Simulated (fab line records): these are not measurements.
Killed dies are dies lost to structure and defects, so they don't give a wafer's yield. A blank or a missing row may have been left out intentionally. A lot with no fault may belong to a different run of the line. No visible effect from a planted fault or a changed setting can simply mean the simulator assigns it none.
The tool behind it: which one?	flow n5 finfet	11 lots with 33 wafers sampled at 3 steps, on a route of 1938 steps

== WHAT THE GAUGES READ, wafer by wafer ==
N5_BEOL_M15_INSPECT_55: inspects for defects (darkfield).
lot	measured	on	raw defect count
L128	day 11 19:09	defect inspect-01	70 80 56
L129	day 12 04:37	defect inspect-02	122 116 88
L134	day 13 06:01	defect inspect-02	66 93 96
L133	day 13 14:34	defect inspect-02	46 63 60
L131	day 13 14:29	defect inspect-02	80 79 108
L132	day 13 19:26	defect inspect-02	104 124 96
L137	day 13 23:05	defect inspect-02	103 86 106
L138	day 14 10:28	defect inspect-02	72 93 112
L150	day 17 11:27	defect inspect-01	58 88 70
L151	day 17 16:32	defect inspect-02	75 80 47
L149	day 17 21:05	defect inspect-01	95 99 93

== WHICH TOOL RAN EACH LOT (tool, then ch and the chambers of the sampled wafers, then the start) ==
lot	N5_BEOL_M15_DESCUM_33	N5_BEOL_M15_ANNEAL_48
L128	rie diel-01 ch 0,1,3, day 11 15:55	rtp anneal-01 ch 0, day 11 18:24
L129	rie diel-03 ch 0,2,3, day 11 21:52	rtp anneal-02 ch 0, day 12 03:53
L134	rie diel-02 ch 0,1,2, day 12 19:17	rtp anneal-02 ch 0, day 13 05:21
L133	rie diel-01 ch 0,1,2, day 13 06:17	rtp anneal-01 ch 0, day 13 13:49
L131	rie diel-03 ch 0,2,3, day 13 08:27	rtp anneal-02 ch 0, day 13 13:42
L132	rie diel-02 ch 0,1,3, day 13 13:29	rtp anneal-02 ch 0, day 13 18:41
L137	rie diel-03 ch 2,3, day 13 20:58	rtp anneal-02 ch 0, day 13 22:23
L138	rie diel-02 ch 0,1,3, day 14 05:00	rtp anneal-02 ch 0, day 14 09:46
L150	rie diel-01 ch 0,3, day 17 09:27	rtp anneal-02 ch 0, day 17 10:42
L151	rie diel-01 ch 0,1,3, day 17 13:58	rtp anneal-01 ch 0, day 17 15:52
L149	rie diel-02 ch 0,1,2, day 17 18:16	rtp anneal-02 ch 0, day 17 20:20
- N5_BEOL_M15_DESCUM_33: chemistry O2, time 7.9 s.
- N5_BEOL_M15_ANNEAL_48: time 90 s.

== WHAT THE TOOLS THEMSELVES READ (means of the sampled wafers that have a number; where no wafer has one, the mark that the record gives instead) ==
N5_BEOL_M15_DESCUM_33.
lot	tool	bias power w (W)	chamber pressure mTorr (mTorr)	drypump motor current A (A)	o2 flow sccm (sccm)	oes product au (a.u.)	rf fwd power W (W)	rf vpp V (V)	showerhead plenum p Torr (Torr)	throttle valve pct (%)
L128	rie diel-01	19.98	20.004	5.8	225.0	0.75	49.44	244.8	2.15	20.65
L129	rie diel-03	20.06	19.986	5.8	224.8	0.73	49.18	245.1	2.14	20.48
L134	rie diel-02	19.99	19.994	5.4	225.1	0.71	49.43	241.6	1.99	20.53
L133	rie diel-01	20.03	20.007	5.6	224.6	0.79	49.47	244.4	2.20	20.56
L131	rie diel-03	19.98	19.988	5.8	224.9	0.72	49.20	243.4	2.13	20.49
L132	rie diel-02	19.99	19.998	5.3	225.0	0.73	49.52	242.4	2.07	20.36
L137	rie diel-03	20.04	19.998	6.0	225.2	0.73	49.33	244.2	2.17	20.45
L138	rie diel-02	19.96	19.992	5.3	225.0	0.73	49.21	243.6	2.07	20.37
L150	rie diel-01	20.02	19.997	5.9	224.3	0.68	49.49	243.9	2.12	20.66
L151	rie diel-01	19.99	20.006	5.7	224.9	0.72	49.59	244.0	2.14	20.71
L149	rie diel-02	20.00	20.008	5.4	225.3	0.79	49.57	242.4	2.06	20.47

N5_BEOL_M15_ANNEAL_48.
lot	tool	wafer_temp_C_max
L128	rtp anneal-01	225.95
L129	rtp anneal-02	225.99
L134	rtp anneal-02	225.99
L133	rtp anneal-01	225.78
L131	rtp anneal-02	225.92
L132	rtp anneal-02	225.86
L137	rtp anneal-02	244.18
L138	rtp anneal-02	244.25
L150	rtp anneal-02	225.78
L151	rtp anneal-01	226.18
L149	rtp anneal-02	226.02

== THE ANSWER, worked out from the rows above alone ==
Rule: usual is defined by the lots themselves. Put in order of their means at a reading, lots are off if they are a third of the lots or fewer, leave a main group of 4 or more, and stand apart from it by a gap of 3 or more times the standard deviation of the main group's means; of several such gaps the widest counts. Not used: any main group whose means are identical at the precision the tables above print for the reading. A lot without any number at a reading at which 4 lots or more have one is off too. Where the step has rows for the other lots, those lots are counted as sound. After the gauges, taken in route order, come the tools' own readings; for these a lot's mean is taken, as printed above. The first step at which some lot is off is used, and at that step the reading that is off furthest; a lot without a number counts as furthest.
Off, at N5_BEOL_M15_ANNEAL_48 on wafer_temp_C_max: L137, L138. Mean 225.94 and standard deviation 0.12 in the main group.
If a tool, at that step or one of the process steps before it, ran each lot that is off and ran no sound lot following the first of them, it fits. None of those tried fits.

== WHAT HAD BEEN PUT IN BY THE SIMULATOR ==
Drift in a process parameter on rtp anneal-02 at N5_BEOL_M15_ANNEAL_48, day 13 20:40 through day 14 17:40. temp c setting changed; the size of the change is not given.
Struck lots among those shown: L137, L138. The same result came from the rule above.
